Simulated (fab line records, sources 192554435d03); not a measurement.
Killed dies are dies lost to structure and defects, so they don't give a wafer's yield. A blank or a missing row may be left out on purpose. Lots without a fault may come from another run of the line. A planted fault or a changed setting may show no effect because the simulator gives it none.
Chamber matching | flow n5_finfet | N5_BEOL_M10_STRIP_19 on rie_diel-04: 4 sister chambers
The step strips in O2. 4 wafers are shown with their chamber, then 7 later ones without.

WAFERS WITH THEIR CHAMBER
wafer  | chamber | throttle_valve_pct (%)
L083.5 | 3       | 16.56
L092.2 | 1       | 16.49
L094.1 | 0       | 16.51
L094.2 | 2       | 17.05

WAFERS WITHOUT THEIR CHAMBER
wafer  | throttle_valve_pct (%)
L094.3 | 16.59
L097.1 | 17.06
L097.2 | 16.48
L097.5 | 16.48
L095.4 | 16.58
L095.5 | 16.46
L095.6 | 16.51

WHICH CHAMBER EACH WENT THROUGH
wafer  | from the rows above     | in truth
L094.3 | 3                       | 3
L097.1 | 2                       | 2
L097.2 | can't be placed: 1 or 0 | 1
L097.5 | can't be placed: 1 or 0 | 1
L095.4 | 3                       | 3
L095.5 | can't be placed: 1 or 0 | 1
L095.6 | can't be placed: 0 or 1 | 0
Placed correctly: 3 of 7. Can't be placed from these rows: 4 (the true chamber is among the candidates in 4). Placed wrongly: 0.
How it was worked out, from the rows above alone: a wafer's distance from a chamber is the root of the sum, over the readings, of the square of ((its reading less the chamber's mean) divided by the reading's scatter). The wafer belongs to the nearest chamber; if the next one is less than 2 further off, it can't be placed. A chamber's mean is the mean of its shown wafers. The scatter: with one shown wafer a chamber, the root of the mean of the squares of how far each hidden wafer lies from its nearest shown one.
